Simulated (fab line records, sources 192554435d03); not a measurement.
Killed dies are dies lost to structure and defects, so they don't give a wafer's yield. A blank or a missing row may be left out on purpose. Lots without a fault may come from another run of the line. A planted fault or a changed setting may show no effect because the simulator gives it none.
Which tool did it? | flow n5_finfet | 10 lots, 30 wafers sampled, at 4 steps of a route of 1938

WHAT THE GAUGES READ, wafer by wafer
N5_BEOL_M9_CD_MEAS_11: target cd 64.1 nm.
lot  | measured     | on        | cd_nm (nm)
L573 | day 11 14:07 | cd_sem-03 | 62.7 62.7 62.4
L576 | day 12 02:17 | cd_sem-02 | 64.2 64.5 64.3
L578 | day 12 20:38 | cd_sem-03 | 63.3 63.9 62.9
L579 | day 13 04:56 | cd_sem-03 | 65.3 65.3 64.5
L582 | day 13 14:14 | cd_sem-03 | 63.3 63.8 64.0
L583 | day 14 06:32 | cd_sem-01 | 64.6 64.4 64.6
L586 | day 15 07:02 | cd_sem-02 | 64.2 64.7 63.6
L588 | day 15 21:09 | cd_sem-02 | 63.9 63.9 64.5
L591 | day 16 14:10 | cd_sem-02 | 62.7 63.7 63.2
L593 | day 16 22:15 | cd_sem-03 | 64.5 64.9 64.3

N5_BEOL_M9_INSPECT_13: inspects for defects (brightfield).
lot  | measured     | on                | raw_defect_count
L573 | day 11 14:11 | defect_inspect-02 | 417 304 326
L576 | day 12 02:20 | defect_inspect-02 | 515 334 387
L578 | day 12 20:41 | defect_inspect-02 | 397 329 308
L579 | day 13 05:00 | defect_inspect-01 | 343 323 507
L582 | day 13 14:17 | defect_inspect-01 | 344 422 352
L583 | day 14 06:35 | defect_inspect-02 | 299 383 416
L586 | day 15 07:05 | defect_inspect-02 | 442 454 423
L588 | day 15 21:13 | defect_inspect-02 | 407 483 342
L591 | day 16 14:14 | defect_inspect-01 | 280 322 436
L593 | day 16 22:18 | defect_inspect-01 | 460 402 635

N5_BEOL_M9_CD_MEAS_28: target cd 70 nm.
lot  | measured     | on        | cd_nm (nm)
L573 | day 11 15:49 | cd_sem-02 | 70.21 70.23 69.82
L576 | day 12 05:37 | cd_sem-01 | 69.84 69.96 70.05
L578 | day 12 22:43 | cd_sem-02 | 69.88 69.86 70.21
L579 | day 13 06:56 | cd_sem-01 | 70.10 70.11 70.18
L582 | day 13 15:42 | cd_sem-03 | 69.96 69.73 69.91
L583 | day 14 08:12 | cd_sem-03 | 69.82 70.06 70.13
L586 | day 15 07:57 | cd_sem-02 | 70.02 69.85 69.96
L588 | day 15 23:17 | cd_sem-03 | 67.35 67.70 67.57
L591 | day 16 21:23 | cd_sem-01 | 69.89 69.70 70.02
L593 | day 16 23:32 | cd_sem-01 | 68.06 67.99 68.66

WHICH TOOL RAN EACH LOT (tool, then ch and the chambers of the sampled wafers, then the start)
lot  | N5_BEOL_M9_EXPOSE_25
L573 | euv_scanner-01 ch 0, day 11 15:41
L576 | euv_scanner-01 ch 0, day 12 05:29
L578 | euv_scanner-02 ch 0, day 12 22:35
L579 | euv_scanner-01 ch 0, day 13 06:49
L582 | euv_scanner-01 ch 0, day 13 15:34
L583 | euv_scanner-01 ch 0, day 14 08:05
L586 | euv_scanner-02 ch 0, day 15 07:50
L588 | euv_scanner-01 ch 0, day 15 23:10
L591 | euv_scanner-02 ch 0, day 16 21:15
L593 | euv_scanner-01 ch 0, day 16 23:26
- N5_BEOL_M9_EXPOSE_25: exposes mask V8.

WHAT THE TOOLS THEMSELVES READ (means of the sampled wafers that have a number; where no wafer has one, the mark that the record gives instead)
N5_BEOL_M9_EXPOSE_25.
lot  | tool           | exposure_dose_mJ_cm2
L573 | euv_scanner-01 | 37.19
L576 | euv_scanner-01 | 37.14
L578 | euv_scanner-02 | 37.25
L579 | euv_scanner-01 | 37.11
L582 | euv_scanner-01 | 37.13
L583 | euv_scanner-01 | 37.16
L586 | euv_scanner-02 | 37.33
L588 | euv_scanner-01 | 35.10
L591 | euv_scanner-02 | 37.26
L593 | euv_scanner-01 | 35.78

THE ANSWER, worked out from the rows above alone
Rule: what is usual is taken from the lots themselves. Put in order of their means at a reading, lots are off if they are a third of the lots or fewer, leave a main group of 4 or more, and stand apart from it by a gap of 3 or more times the standard deviation of the main group's means; of several such gaps the widest counts. A main group whose means are all the same, to the digits that the tables above print for the reading, isn't used. A lot without any number at a reading at which 4 lots or more have one is off too. The other lots that the step has rows for count as sound. The gauges are gone through in route order, then the tools' own readings, and for those a lot's mean is taken as printed above. The first step at which some lot is off is used, and at that step the reading that is off furthest; a lot without a number counts as furthest.
Off: L588, L593, at N5_BEOL_M9_CD_MEAS_28 (cd_nm). The main group: mean 69.98 nm, standard deviation 0.088.
A tool fits if, at a process step before that reading, it ran every lot that is off, and no sound lot after the first of them. The gauges at N5_BEOL_M9_CD_MEAS_28 aren't tried: what is off there is off at N5_BEOL_M9_EXPOSE_25 too, on other tools, and a gauge's error can't cause that. One fits: euv_scanner-01 at N5_BEOL_M9_EXPOSE_25. Its last sound lot is L583 (day 14 08:05), its first lot that is off L588 (day 15 23:10): a fault that began between those two fits.
The tool's own readings at N5_BEOL_M9_EXPOSE_25 bear it out: on the lots that are off they differ by more than 5 times the standard deviation of the sound lots' means. exposure_dose_mJ_cm2 reads 35.44 there against 37.20 on the sound lots.

WHAT THE SIMULATOR HAD PUT IN
Process parameter drift: euv_scanner-01, from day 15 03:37 on, at N5_BEOL_M9_EXPOSE_25. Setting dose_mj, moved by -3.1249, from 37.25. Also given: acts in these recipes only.
Lots struck among those shown: L588, L593. The rule above found the same.
